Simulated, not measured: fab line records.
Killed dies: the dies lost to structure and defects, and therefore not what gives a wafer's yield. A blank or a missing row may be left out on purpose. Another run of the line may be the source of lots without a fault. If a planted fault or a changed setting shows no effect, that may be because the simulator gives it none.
Split-lot experiment | flow n5 finfet | 21 wafers read from 7 lots, route of 1938 steps

THE SPLIT
At N5_ZERO_LAYER_EXPOSE_08 (exposes mask ZERO, defocus 0 nm, target cd 2000 nm), the setting dose mj was moved away from the recipe's 16.2 on 7 of the 21 wafers read, by -6.8% to -4.3%. For the rest of the wafers, this setting stayed at what the recipe calls for.

FROM THE SPLIT TO THE READING: what the file shows between them, 2 steps
- N5_ZERO_LAYER_DEVELOP_10: develop time 60 s (also split here: develop time s)
- N5_ZERO_LAYER_HARDBAKE_23: time 120 s

THE READING
Shown in nm: cd nm at N5_ZERO_LAYER_CD_MEAS_11, with target cd 2000 nm. Typical for fault-free wafers on this fab line: 2000.7 nm, with standard deviation 3 nm.

wafer  | tool, chamber at the split | dose mj as run | against the recipe | cd nm, nm | against lot-mates on the recipe
L077.1 | krf scanner-02, 0          | 16.2           | recipe             | 2001.7    | -
L077.2 | krf scanner-02, 0          | 15.51          | -4.3%              | 1989.8    | -10.9
L077.3 | krf scanner-02, 0          | 16.2           | recipe             | 1999.6    | -
L078.3 | krf scanner-01, 0          | 16.2           | recipe             | 1999.0    | -
L078.4 | krf scanner-01, 0          | 16.2           | recipe             | 1997.2    | -
L078.5 | krf scanner-01, 0          | 16.2           | recipe             | 2002.7    | -
L079.2 | krf scanner-02, 0          | 16.2           | recipe             | 2001.8    | -
L079.4 | krf scanner-02, 0          | 15.5           | -4.3%              | 1995.9    | -5.9
L079.5 | krf scanner-02, 0          | 15.5           | -4.3%              | 1990.9    | -10.9
L080.3 | krf scanner-01, 0          | 16.2           | recipe             | 2004.0    | -
L080.4 | krf scanner-01, 0          | 15.17          | -6.4%              | 1991.7    | -12.3
L080.5 | krf scanner-01, 0          | 15.17          | -6.4%              | 1990.6    | -13.4
L091.4 | krf scanner-02, 0          | 16.2           | recipe             | 2008.8    | -
L091.5 | krf scanner-02, 0          | 15.1           | -6.8%              | 1991.8    | -17.0
L091.6 | krf scanner-02, 0          | 15.1           | -6.8%              | 1995.7    | -13.1
L094.2 | krf scanner-01, 0          | 16.2           | recipe             | 2000.2    | -
L094.3 | krf scanner-01, 0          | 16.2           | recipe             | 2002.3    | -
L094.4 | krf scanner-01, 0          | 16.2           | recipe             | 2002.4    | -
L095.2 | krf scanner-01, 0          | 16.2           | recipe             | 2002.2    | -
L095.3 | krf scanner-01, 0          | 16.2           | recipe             | 2003.4    | -
L095.5 | krf scanner-01, 0          | 16.2           | recipe             | 1998.3    | -

FIT RESULTS
A straight line over all 21 wafers: cd nm changes by +1.56 nm for each +1% of dose mj; r = +0.83; the points scatter about the line by 3 nm.
The same after taking each lot's own level away (the mean of its wafers on the recipe; 21 wafers): +2.13 nm for each +1%; r = +0.96; scatter 1.8 nm.
On that fit, the largest move of dose mj shifts the reading by 14 nm.
Measured against the standard deviation above, the lots' own levels, which go from 1999.63 to 2008.80 nm, span 3.1 times it.
So the lot-to-lot level changes the slope: the two fits differ.
Check: for one of the wafers moved furthest among these (-6.8%), held out of the fit, the line's prediction against its lot-mates is -13.8 nm. Against them it came out at -17 nm.

THE OTHER SPLITS THESE WAFERS WENT THROUGH
Other splits were also applied to these wafers ahead of the reading. Each is held against what the fit with the lots' levels taken away leaves over:
other split on the same wafers          | wafers away from the commonest value | r with cd nm (lot level and that fit taken away)
N5_ZERO_LAYER_DEVELOP_10 develop time s | 10                                   | +0.42

THE WHOLE CHAIN: every reading that the file lists as answering this split, in the file's order
step                     | what it does             | reading                                                           | change (the file's fit)              | r (the file's)
N5_ZERO_LAYER_CD_MEAS_11 | target cd 2000 nm        | cd nm                                                             | +2.16 nm for each +1% of the setting | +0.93
N5_ZERO_LAYER_DESCUM_16  | chemistry O2, time 7.9 s | ZERO_LAYER.cd nm (the simulator's own value, which no gauge read) | +2.13 nm for each +1% of the setting | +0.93

THE FILE'S OWN FIT
cd nm changes by +2.16 nm for each +1% of dose mj, r = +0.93.
